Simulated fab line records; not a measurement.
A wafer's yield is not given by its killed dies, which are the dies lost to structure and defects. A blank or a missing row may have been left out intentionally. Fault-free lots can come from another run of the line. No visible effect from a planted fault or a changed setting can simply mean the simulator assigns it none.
fab line records | flow nand_harc
record: lots: 7 wafers: 21 last_day: 24
route steps=1159 shown A_CHANNEL_HOLE_D1@486 A_CHANNEL_FILL_D1@490
lots that met no fault: taken from a fault-free run of the same line
start_h: hours from the record's first day to the start of the lot's first wafer shown | wait_h: hours since the lot's step before | " same as the row above | L1.1+2: several wafers, shown together as one row | - no value, or no start was given | * or withheld: withheld | < > ~ a bound
route shown NAME@n: names a module that has steps shown in the file, with the first one's number in the route | usual: mean and standard deviation over wafers with no fault | same: alike in all rows | chamber/n: place in a boat | sites: per-site readings | _std_site: how widely they spread, as a standard deviation | _edge_site: outer sites' mean less inner sites' | radius_mm: for every site, how far away it sits from the centre of the wafer | mask NAME#n: copy n | behind: the last tool/chamber to shape the wafer | hold: why the lot was held/for how many hours/how that ended | device: names the non-switching transistor (n, p or np) | end of line: the same wafers' tests at the end of the route | for a step that has no rows: nothing shown but its recipe | killed: at the first sort, the dies lost to defects and structure; wafer yield is something else | map: dies across one wafer; x = killed, . = not, _ = none there
set.NAME: the setting the step ran with; set.NAME@STEP: the setting that earlier step ran with | model.NAME: the simulator's own value behind a step, which no gauge read
lots at selected steps of the route; one table per step, one row per wafer
services: when a tool's chamber went out of use (start_h, in hours from the record's first day, below 0 if earlier), for how many hours, and the reason
== steps ==
step: NHARC_A_CHANNEL_HOLE_D1_SRD_29
step: NHARC_A_CHANNEL_HOLE_D1_CD_MEAS_30
usual: cd_nm: 90.2/1.1
columns lot.wafer tool chamber start_h wait_h cd_nm
L117.4 cd_sem-01 - 191.68 - 89.1
L117.5 " - " " 89.1
L117.6 " - " " 89.6
L124.1 cd_sem-03 - 236.09 - 90.3
L124.2 " - " " 91.0
L124.5 " - " " 90.1
L125.1 cd_sem-02 - 237.53 - 89.4
L125.2 " - " " 87.9
L125.5 " - " " 88.5
L127.1 cd_sem-02 - 252.67 - 89.1
L127.3 " - " " 88.6
L127.5 " - " " 88.4
L126.2 cd_sem-03 - 252.73 - 91.7
L126.3 " - " " 91.5
L126.4 " - " " 92.2
L130.1 cd_sem-01 - 266.27 - 89.9
L130.3 " - " " 88.0
L130.5 " - " " 89.9
L134.1 cd_sem-03 - 284.48 - 89.8
L134.5 " - " " 89.2
L134.6 " - " " 90.1
step: NHARC_A_CHANNEL_HOLE_D1_XSEM_31
recipe: landing_energy_ev: 35000
usual: bot_cd_nm: 74.5/1.2 bow_nm: 8.60/0.22 tilt_deg: 0.07/0.044
columns lot.wafer tool chamber start_h wait_h bot_cd_nm bow_nm tilt_deg
L117.4 xsem-02 0 191.77 0.1 74.0 8.66 0.04
L117.5 " 0 " " 73.9 8.60 0.04
L117.6 " 0 " " 74.8 8.58 0.04
L124.1 xsem-02 0 236.18 0.1 74.7 8.80 0.10
L124.2 " 0 " " 75.9 8.73 0.10
L124.5 " 0 " " 74.4 8.77 0.10
L125.1 xsem-01 0 237.63 0.1 73.2 8.42 0.13
L125.2 " 0 " " 71.9 8.46 0.13
L125.5 " 0 " " 72.7 8.42 0.13
L127.1 xsem-02 0 252.77 0.1 73.3 8.48 0.06
L127.3 " 0 " " 73.0 8.54 0.06
L127.5 " 0 " " 72.5 8.51 0.06
L126.2 xsem-01 0 252.82 0.1 75.1 8.71 0.03
L126.3 " 0 " " 74.6 8.69 0.02
L126.4 " 0 " " 75.5 8.69 0.03
L130.1 xsem-02 0 266.36 0.1 74.2 8.64 0.07
L130.3 " 0 " " 73.7 8.62 0.07
L130.5 " 0 " " 75.3 8.60 0.07
L134.1 xsem-02 0 284.57 0.1 74.1 8.70 0.05
L134.5 " 0 " " 73.0 8.53 0.05
L134.6 " 0 " " 75.3 8.60 0.05
step: NHARC_A_CHANNEL_HOLE_D1_INSPECT_40
usual: raw_defect_count: 61/20
columns lot.wafer tool chamber start_h wait_h raw_defect_count
L117.4 defect_inspect-01 - 191.86 - 39
L117.5 " - " " 33
L117.6 " - " " 46
L124.1 defect_inspect-01 - 236.28 - 30
L124.2 " - " " 40
L124.5 " - " " 53
L125.1 defect_inspect-01 - 237.72 - 62
L125.2 " - " " 84
L125.5 " - " " 84
L127.1 defect_inspect-02 - 252.86 - 98
L127.3 " - " " 86
L127.5 " - " " 89
L126.2 defect_inspect-01 - 252.91 - 40
L126.3 " - " " 48
L126.4 " - " " 52
L130.1 defect_inspect-02 - 266.46 - 62
L130.3 " - " " 70
L130.5 " - " " 62
L134.1 defect_inspect-01 - 284.67 - 75
L134.5 " - " " 100
L134.6 " - " " 89
step: NHARC_A_CHANNEL_FILL_D1_PRECLEAN_00
recipe: time_s: * temp_c: 50 bath_age_min: 0 chemistry: SC1
step: NHARC_A_CHANNEL_FILL_D1_SRD_01
step: NHARC_A_CHANNEL_FILL_D1_ALD_02
recipe: target_thk_a: 60 pulse_time_s: 10 ald_cycles: 60 temp_c: 300 material: SiO2
usual: heater_power_w: 470/40 precursor_pulse_height_rel: 1.001/0.022
columns lot.wafer tool chamber start_h wait_h heater_power_w precursor_pulse_height_rel
L117.4 ald_hk-03 2 193.70 - 424 0.965
L117.5 " 3 " " 456 0.998
L117.6 " 0 " " 531 0.990
L124.2 ald_hk-03 2 236.55 - 432 1.030
L124.1 " 3 " " 467 1.006
L124.5 " 2 " " 424 0.969
L125.2 ald_hk-02 0 237.99 - 523 1.005
L125.1 " 1 " " 433 1.008
L125.5 " 0 " " 538 1.009
L126.3 ald_hk-03 1 253.11 - 437 1.030
L126.2 " 2 " " 428 1.011
L126.4 " 3 " " 458 0.976
L127.1 ald_hk-04 1 253.21 - 402 0.987
L127.3 " 2 " " 450 1.001
L127.5 " 3 " " 499 1.016
L130.1 ald_hk-03 1 266.65 - 443 1.026
L130.3 " 0 " " 541 0.976
L130.5 " 2 " " 430 1.043
L134.1 ald_hk-03 2 285.12 - 430 1.011
L134.5 " 3 " " 469 0.990
L134.6 " 0 " " 523 1.011
step: NHARC_A_CHANNEL_FILL_D1_ALD_03
recipe: target_thk_a: 60 pulse_time_s: 60 ald_cycles: 58 temp_c: 630 pressure_torr: 2 material: SiNx
usual: precursor_pulse_height_rel: 1.000/0.021
columns lot.wafer tool chamber start_h wait_h precursor_pulse_height_rel
L117.4 ald_sin_batch-03 0 - - 1.007
L117.5 " 0 " " 1.000
L117.6 " 0 " " 1.017
L124.1 ald_sin_batch-03 0 - - 1.005
L124.2 " 0 " " 0.993
L124.5 " 0 " " 0.990
L125.1 ald_sin_batch-03 0 - - 0.981
L125.2 " 0 " " 1.001
L125.5 " 0 " " 0.978
L126.2 ald_sin_batch-02 0 - - 0.988
L126.3 " 0 " " 1.006
L126.4 " 0 " " 0.990
L127.1 ald_sin_batch-02 0 - - 0.999
L127.3 " 0 " " 0.998
L127.5 " 0 " " 1.002
L130.1 ald_sin_batch-01 0 - - 0.991
L130.3 " 0 " " 1.021
L130.5 " 0 " " 0.990
L134.1 ald_sin_batch-02 0 - - 1.005
L134.5 " 0 " " 0.982
L134.6 " 0 " " 0.994
step: NHARC_A_CHANNEL_FILL_D1_ALD_14
recipe: target_thk_a: 25 pulse_time_s: 10 ald_cycles: 25 temp_c: 300 material: SiO2
usual: heater_power_w: 475/40 precursor_pulse_height_rel: 0.997/0.019
columns lot.wafer tool chamber start_h wait_h heater_power_w precursor_pulse_height_rel
L117.4 ald_hk-02 1 200.33 0.3 442 0.971
L117.5 " 3 " " 464 0.977
L117.6 " 0 " " 529 1.000
L124.1 ald_hk-04 0 244.27 0.8 502 0.988
L124.2 " 1 " " 411 1.012
L124.5 " 3 " " 515 0.988
L125.1 ald_hk-04 2 244.42 1.0 450 1.000
L125.2 " 3 " " 518 1.023
L125.5 " 3 " " 505 0.977
L127.1 ald_hk-02 2 261.53 1.5 493 0.981
L127.3 " 3 " " 463 0.954
L127.5 " 2 " " 496 0.981
L126.3 ald_hk-02 1 261.75 1.7 429 1.003
L126.2 " 2 " " 503 1.002
L126.4 " 3 " " 469 0.998
L130.3 ald_hk-04 0 274.40 0.7 519 1.018
L130.1 " 2 " " 470 0.988
L130.5 " 0 " " 512 1.021
L134.1 ald_hk-02 0 292.98 1.1 497 0.980
L134.5 " 3 " " 454 1.009
L134.6 " 0 " " 496 1.002
step: NHARC_A_CHANNEL_FILL_D1_ALD_15
recipe: target_thk_a: 20 pulse_time_s: 60 ald_cycles: 19 temp_c: 630 pressure_torr: 2 material: SiNx
step: NHARC_A_CHANNEL_FILL_D1_ALD_16
recipe: target_thk_a: 15 pulse_time_s: 10 ald_cycles: 15 temp_c: 300 material: SiO2
step: NHARC_A_CHANNEL_FILL_D1_ANNEAL_17
recipe: temp_c: 850 time_s: 1800
step: NHARC_A_CHANNEL_FILL_D1_CVD_18
recipe: target_thk_a: 30 temp_c: 550 material: poly-Si
usual: spike_tc_bottom_C: 570.5/2.7 spike_tc_centre_C: 550.3/1.8 spike_tc_upper_C: 549.7/0.99
columns lot.wafer tool chamber start_h wait_h spike_tc_bottom_C spike_tc_centre_C spike_tc_upper_C
L117.4 lpcvd_poly-04 0 214.90 - 567.2 552.8 549.8
L117.5 " 0 " " 567.4 551.5 548.8
L117.6 " 0 " " 567.9 552.2 550.0
L124.1 lpcvd_poly-04 - 259.29 - - - -
L124.2 " - " " - - -
L124.5 " - " " - - -
L125.1 lpcvd_poly-04 - 259.29 - - - -
L125.2 " - " " - - -
L125.5 " - " " - - -
L126.2 lpcvd_poly-01 - 276.26 - - - -
L126.3 " - " " - - -
L126.4 " - " " - - -
L127.1 lpcvd_poly-01 0 276.26 - 570.7 547.1 549.6
L127.3 " 0 " " 570.3 548.2 550.9
L127.5 " 0 " " 573.0 548.5 551.3
L130.1 lpcvd_poly-03 0 289.49 - 574.1 552.2 549.9
L130.3 " 0 " " 571.4 552.1 549.4
L130.5 " 0 " " 575.1 550.0 550.1
L134.1 lpcvd_poly-04 0 307.78 - 567.5 551.2 549.2
L134.5 " 0 " " 567.4 551.3 550.6
L134.6 " 0 " " 567.5 551.4 549.1
step: NHARC_A_CHANNEL_FILL_D1_ETCHBACK_19
recipe: target_depth_a: 50 time_s: 1.7 hbr_flow_sccm: 150 cl2_flow_sccm: 50 rf_w: 400 icp_w: 400 bias_w: 100 chemistry: HBr/Cl2
usual: drypump_motor_current_A: 5.8/0.49 oes_product_au: 1.004/0.0064 throttle_valve_pct: 26.407/0.0083
columns lot.wafer tool chamber start_h wait_h drypump_motor_current_A oes_product_au rf_hours_counter_h throttle_valve_pct
L117.4 rie_si-04 1 217.00 0.4 6.0 1.012 0.9 26.398
L117.5 " 2 " " 6.4 1.011 - 26.409
L117.6 " 3 " " 6.4 0.996 - 26.400
L124.1 rie_si-02 3 261.38 0.4 5.6 0.997 0.4 26.407
L124.2 " 1 " " 6.1 0.997 0.4 26.415
L124.5 " 3 " " 5.6 0.981 - 26.411
L125.1 rie_si-04 2 261.39 0.4 6.4 1.017 1.6 26.410
L125.2 " 0 " " 6.0 1.006 1.5 26.401
L125.5 " 2 " " 6.4 1.006 - 26.406
L127.1 rie_si-05 0 278.33 0.4 6.1 0.996 0.2 26.400
L127.3 " 2 " " 5.5 0.996 0.3 26.401
L127.5 " 0 " " 6.2 1.004 - 26.398
L126.2 rie_si-02 2 278.33 0.4 5.8 1.006 0.5 26.407
L126.3 " 3 " " 5.6 0.996 0.6 26.417
L126.4 " 0 " " 5.8 1.009 0.6 26.405
L130.3 rie_si-04 1 291.54 0.4 6.0 1.005 0.1 26.426
L130.1 " 3 " " 6.4 1.002 0.0 26.409
L130.5 " 2 " " 6.4 1.003 - 26.415
L134.1 rie_si-05 0 309.86 0.4 6.2 1.001 0.6 26.405
L134.5 " 0 " " 6.2 1.000 - 26.421
L134.6 " 1 " " 4.6 1.007 - 26.391
== services ==
columns tool chamber start_h hours kind
rie_si-02 2 170.40 8.5 repair
ald_hk-04 0 186.17 10.0 vent_cycle
ald_hk-04 2 186.17 10.0 vent_cycle
ald_hk-04 3 186.17 10.0 vent_cycle
ald_hk-04 0 196.17 - clean
ald_hk-04 1 196.17 - clean
ald_hk-04 2 196.17 - clean
rie_si-02 0 209.40 6.5 repair
rie_si-02 - 211.00 9.0 pm
rie_si-05 3 214.96 6.9 repair
rie_si-05 - 239.00 9.0 pm
rie_si-04 3 252.32 29.3 repair
rie_si-02 1 271.30 3.7 repair
rie_si-04 - 276.00 9.0 pm
ald_hk-02 - 282.72 10.0 pm
ald_hk-02 0 282.72 10.0 vent_cycle
ald_hk-02 1 282.72 10.0 vent_cycle
ald_hk-02 2 282.72 10.0 vent_cycle
ald_hk-02 3 282.72 10.0 vent_cycle
ald_hk-02 0 292.72 - clean
ald_hk-02 1 292.72 - clean
ald_hk-02 2 292.72 - clean
ald_hk-02 3 292.72 - clean
xsem-02 - 302.00 14.0 pm
== key ==
first_sign: step: NHARC_A_CHANNEL_FILL_D1_CVD_18 reading: tool_record direction: missing
effect none on later readings
met_at NHARC_A_CHANNEL_FILL_D1_CVD_18
struck_wafers L124.1,L124.2,L124.5,L125.1,L125.2,L125.5,L126.2,L126.3,L126.4
later_rows_left_out L124.1,L124.2,L124.5,L125.1,L125.2,L125.5,L126.2,L126.3,L126.4
sort_left_out L124.1,L124.2,L124.5,L125.1,L125.2,L125.5,L126.2,L126.3,L126.4
tester_left_out L124,L125,L126
onset_between 214.90 259.29
fault: kind: skipped_step_whole tool: lpcvd_poly-01,lpcvd_poly-04 chamber: - onset_h: 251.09 steps: NHARC_A_CHANNEL_FILL_D1_CVD_18 scope: struck_lots_only
tester_left_out: of these lots the tester's yield and bins aren't shown, on N5 and GAA mostly nor the transistor test; their killed dies are dies lost to structure and defects alone, not to doping, threshold or leakage, so they don't give the yield
sort_left_out: the simulated sort isn't trusted on such a fault, so these wafers' sort isn't shown, and their yield isn't known
later_rows_left_out: the simulator's readings of these wafers behind a module that went badly wrong aren't trusted and aren't shown, but for the sort
